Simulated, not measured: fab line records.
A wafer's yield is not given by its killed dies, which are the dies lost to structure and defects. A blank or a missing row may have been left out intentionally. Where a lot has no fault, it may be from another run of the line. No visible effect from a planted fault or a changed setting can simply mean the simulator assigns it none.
Split-lot experiment | flow n5-finfet | 39 wafers read from 7 lots, route of 1938 steps

THE SPLIT
At N5_SD_EPI_P_EPI_21 (deposits SiGe:B, time 355 s), the setting temp-c was moved away from the recipe's 550 C on 9 of the 39 wafers read, by -0.7% to +0.5%. All remaining wafers had this setting at the recipe value.

FROM THE SPLIT TO THE READING: what the file shows between them, 3 steps
- N5_SD_EPI_P_HM_STRIP_48: strips SiNx in H3PO4, material SiNx, target depth 3 nm
- N5_SD_ACTIVATION_RTA_00: time 0 s
- N5_SD_ACTIVATION_LSA_01: time 0.0008 s

THE READING
Measured at N5_SD_ACTIVATION_RS_MEAS_03 by four-point probe: RS_SD_P, in ohm/sq. On this fab line, fault-free wafers typically give 56.2 ohm/sq with a standard deviation of 1 ohm/sq.

wafer  | tool, chamber at the split | temp-c as run, C | against the recipe | RS_SD_P, ohm/sq | against lot-mates on the recipe
L075.1 | epi-rpcvd-02, 0            | 550              | recipe             | 56.8            | -
L075.2 | epi-rpcvd-02, 0            | 550              | recipe             | 56.6            | -
L075.3 | epi-rpcvd-02, 0            | 550              | recipe             | 56.6            | -
L075.4 | epi-rpcvd-02, 0            | 550              | recipe             | 56.3            | -
L075.5 | epi-rpcvd-02, 0            | 550              | recipe             | 55.8            | -
L075.6 | epi-rpcvd-02, 0            | 550              | recipe             | 56.4            | -
L079.1 | epi-rpcvd-02, 0            | 550              | recipe             | 57.0            | -
L079.2 | epi-rpcvd-02, 0            | 550              | recipe             | 56.0            | -
L079.3 | epi-rpcvd-02, 0            | 550              | recipe             | 56.8            | -
L079.4 | epi-rpcvd-02, 0            | 550              | recipe             | 56.7            | -
L079.5 | epi-rpcvd-02, 0            | 550              | recipe             | 56.4            | -
L079.6 | epi-rpcvd-02, 0            | 550              | recipe             | 56.8            | -
L081.1 | epi-rpcvd-03, 0            | 552.9            | +0.5%              | 54.4            | -3.8
L081.2 | epi-rpcvd-03, 0            | 550              | recipe             | 58.2            | -
L081.3 | epi-rpcvd-03, 0            | 552.9            | +0.5%              | 55.5            | -2.7
L081.4 | epi-rpcvd-03, 0            | 550              | recipe             | 58.0            | -
L081.5 | epi-rpcvd-03, 0            | 552.9            | +0.5%              | 55.5            | -2.7
L081.6 | epi-rpcvd-03, 0            | 550              | recipe             | 58.4            | -
L090.1 | epi-rpcvd-01, 0            | 550              | recipe             | 57.0            | -
L090.2 | epi-rpcvd-01, 0            | 550              | recipe             | 55.8            | -
L090.3 | epi-rpcvd-01, 0            | 548              | -0.4%              | 59.4            | +2.8
L090.4 | epi-rpcvd-01, 0            | 550              | recipe             | 57.0            | -
L090.5 | epi-rpcvd-01, 0            | 548              | -0.4%              | 59.3            | +2.7
L090.6 | epi-rpcvd-01, 0            | 548              | -0.4%              | 60.1            | +3.5
L094.1 | epi-rpcvd-02, 0            | 550              | recipe             | 56.2            | -
L094.2 | epi-rpcvd-02, 0            | 550              | recipe             | 55.6            | -
L094.3 | epi-rpcvd-02, 0            | 550              | recipe             | 55.3            | -
L094.4 | epi-rpcvd-02, 0            | 550              | recipe             | 55.8            | -
L094.5 | epi-rpcvd-02, 0            | 550              | recipe             | 55.5            | -
L094.6 | epi-rpcvd-02, 0            | 550              | recipe             | 56.1            | -
L096.2 | epi-rpcvd-02, 0            | 550              | recipe             | 55.5            | -
L096.4 | epi-rpcvd-02, 0            | 550              | recipe             | 56.4            | -
L096.5 | epi-rpcvd-02, 0            | 550              | recipe             | 56.3            | -
L097.1 | epi-rpcvd-03, 0            | 546.4            | -0.7%              | 61.3            | +5.3
L097.2 | epi-rpcvd-03, 0            | 550              | recipe             | 55.2            | -
L097.3 | epi-rpcvd-03, 0            | 546.4            | -0.7%              | 60.3            | +4.3
L097.4 | epi-rpcvd-03, 0            | 550              | recipe             | 56.9            | -
L097.5 | epi-rpcvd-03, 0            | 546.4            | -0.7%              | 60.5            | +4.5
L097.6 | epi-rpcvd-03, 0            | 550              | recipe             | 56.0            | -

FIT RESULTS
A straight line over all 39 wafers: RS_SD_P changes by -5.36 ohm/sq for each +1% of temp-c; r = -0.84; the points scatter about the line by 0.9 ohm/sq.
The same after taking each lot's own level away (the mean of its wafers on the recipe; 39 wafers): -6.81 ohm/sq for each +1%; r = -0.97; scatter 0.47 ohm/sq.
According to that fit, moving temp-c by its largest amount changes the reading by 4.5 ohm/sq.
The span of the lots' own levels, 55.75 to 58.20 ohm/sq, comes to 2.4 times the standard deviation stated above.
Thus the slope moves with the lot-to-lot level: the two fits are different.
Check: with one of the wafers moved furthest among these (-0.7%) left out of the fit, the line predicts +4.4 ohm/sq for it against its lot-mates. It came out at +5.27 ohm/sq against them.

OTHER SPLITS APPLIED TO THESE WAFERS
Other splits were also applied to these wafers ahead of the reading. Each is held against what the fit with the lots' levels taken away leaves over:
other split on the same wafers  | wafers away from the commonest value | r with RS_SD_P (lot level and that fit taken away)
N5_FIN_SAQP_FIN_ETCH_36 icp-w   | 12                                   | -0.02
N5_FIN_CUT_ETCH_21 bias-w       | 18                                   | -0.16
N5_DUMMY_GATE_EXPOSE_12 dose-mj | 15                                   | -0.16
N5_DUMMY_GATE_ETCH_42 bias-w    | 12                                   | -0.04

THE WHOLE CHAIN: every reading that the file lists as answering this split, in the file's order
step                        | what it does                 | reading                                                                           | change (the file's fit)              | r (the file's)
N5_SD_EPI_P_EPI_21          | deposits SiGe:B, time 355 s  | SiGe-B_of_SD_EPI_P_EPI_21.thk-nm (the simulator's own value, which no gauge read) | +6.78 nm for each +1% of the setting | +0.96
N5_SD_ACTIVATION_RS_MEAS_03 | measures by four-point-probe | RS_SD_P                                                                           | -6.9 for each +1% of the setting     | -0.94

FILE'S OWN FIT
RS_SD_P changes by -6.9 ohm/sq for each +1% of temp-c, r = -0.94.
